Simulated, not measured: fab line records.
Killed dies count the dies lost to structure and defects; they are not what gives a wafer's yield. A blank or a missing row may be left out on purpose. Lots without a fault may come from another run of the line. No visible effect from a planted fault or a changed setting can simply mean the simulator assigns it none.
A lot that was struck, set against a sound lot || flow n5-finfet || 17 out of 1938 route steps
Sound: these wafers, L805.2, L805.3, L805.6. Struck: wafer L796.4 (L796.2, L796.3, from the same lot, were not struck and are left out); the cause is given at the end.
Order at every step that has rows: each side's tool, ch and its chambers, its first start. Under that, the readings that differ: sound wafers || struck wafers || difference of the means || sigmas: that difference in standard deviations of wafers without a fault.
alike: words and numbers the same on both sides, and readings whose means are apart by under 2 such deviations; not compared: readings that were withheld, readings missing a value for some wafer, numbers with overlapping values and no deviation given by the record, and bounds like >300 which may hide the same value.
A row with sigmas, a row that says differs or no value, or rows on one side alone: a step with any of these is where the two part. Numbers that have no deviation but don't overlap get no sigmas and don't part them. Lack of a reading on every wafer of one side parts them only where that side has two or more wafers.

first, 4 steps without rows for these wafers: N5_BEOL_M6_HM_STRIP_39 (strips TiN in peroxide tin strip, target depth 25 nm, time 158 s); N5_BEOL_M6_SRD_40 (time 30 s); N5_BEOL_M6_PRECLEAN_42 (cleans in residue remover, time 60 s); N5_BEOL_M6_SRD_43 (time 30 s).
N5_BEOL_M6_CD_MEAS_35: target cd 40 nm, target cd y 28 nm.
  sound: cd-sem-03 at day 15 00:35; struck: cd-sem-01 at day 11 14:40
  alike: cd-nm
N5_BEOL_M6_CURE_75: cures SiCOH lowk, time 120 s.
  sound on uv-cure-01 ch 0, day 15 00:50; struck on uv-cure-01 ch 1, day 11 15:00
{"reading": "lamp-power-pct (%)", "sound": "52.29 52.45 52.35", "struck": 52.22, "difference": -0.14, "sigmas": -2}
  alike: wafer_temp_C_max
N5_BEOL_M6_DEGAS_44: time 60 s.
  sound: pvd-sputter-01 at day 15 01:07; struck: pvd-sputter-02 at day 11 15:34
  alike: heater-power-w
N5_BEOL_M6_PRE_CLEAN_45: time 30 s.
  sound: pvd-sputter-01 at day 15 01:09; struck: pvd-sputter-02 at day 11 15:37
  alike: heater-power-w
then, 3 steps without rows for these wafers: N5_BEOL_M6_ALD_77 (deposits TaN, target thk 2 nm, pulse time 2 s, purge time 3 s); N5_BEOL_M6_SURFACE_TREAT_79; N5_BEOL_M6_CVD_78 (deposits Co from CCTBA/H2, target thk 2 nm, time 142.3 s).
N5_BEOL_M6_SPUTTER_48: material Cu, target thk 10 nm, time 1.667 s.
  sound: pvd-sputter-03 at day 15 02:14; struck: pvd-sputter-02 at day 11 16:20
  alike: substrate-temp-c, throttle-valve-pct
N5_BEOL_M6_ECD_50: material Cu, target thk 300 nm.
  sound on ecd-cu-01 ch 1, day 15 02:22; struck on ecd-cu-02 ch 1, day 11 16:27
{"reading": "model.Cu_of_BEOL_M6_ECD_50.thk-nm (nm)", "sound": "301.4 303.8 302.4", "struck": 579.6, "difference": "+277.1", "sigmas": ""}
N5_BEOL_M6_ANNEAL_51: time 90 s.
  sound on rtp-anneal-01 ch 0, day 15 03:16; struck on rtp-anneal-01 ch 0, day 11 16:35
  alike: anneal-temp-c, wafer_temp_C_max
N5_BEOL_M6_CMP_52: polishes, stops on SiCOH lowk, t overpolish 6.9 s, target thk 80 nm.
  sound on cmp-04 ch 1,2, day 15 03:31; struck on cmp-03 ch 3, day 11 16:50
{"reading": "time-to-endpoint-s (s)", "sound": "66.7 65.5 64.4", "struck": 120.5, "difference": "+55.0", "sigmas": "+19"}
  alike: motor-current-A
  not compared: pad-life-wafers
N5_BEOL_M6_THK_MEAS_53: measures by xrf.
  sound: film-metro-01 at day 15 03:49; struck: film-metro-01 at day 11 17:08
  alike: M6_THK
-- a jump in the record: the struck wafers' starts before and after are 3 days apart (it breaks off in module BEOL_M6 and resumes in module PASSIVATION, where the first step shown is number 1936 of the route) --
N5_PASSIVATION_PROBE_49:
  the record has rows for the struck wafers here (prober-02, day 15 01:14) and none for the sound ones

== WHERE THEY PART ==
First at N5_BEOL_M6_CURE_75; last, within this record, at N5_PASSIVATION_PROBE_49.

WHY: the cause the simulator had injected
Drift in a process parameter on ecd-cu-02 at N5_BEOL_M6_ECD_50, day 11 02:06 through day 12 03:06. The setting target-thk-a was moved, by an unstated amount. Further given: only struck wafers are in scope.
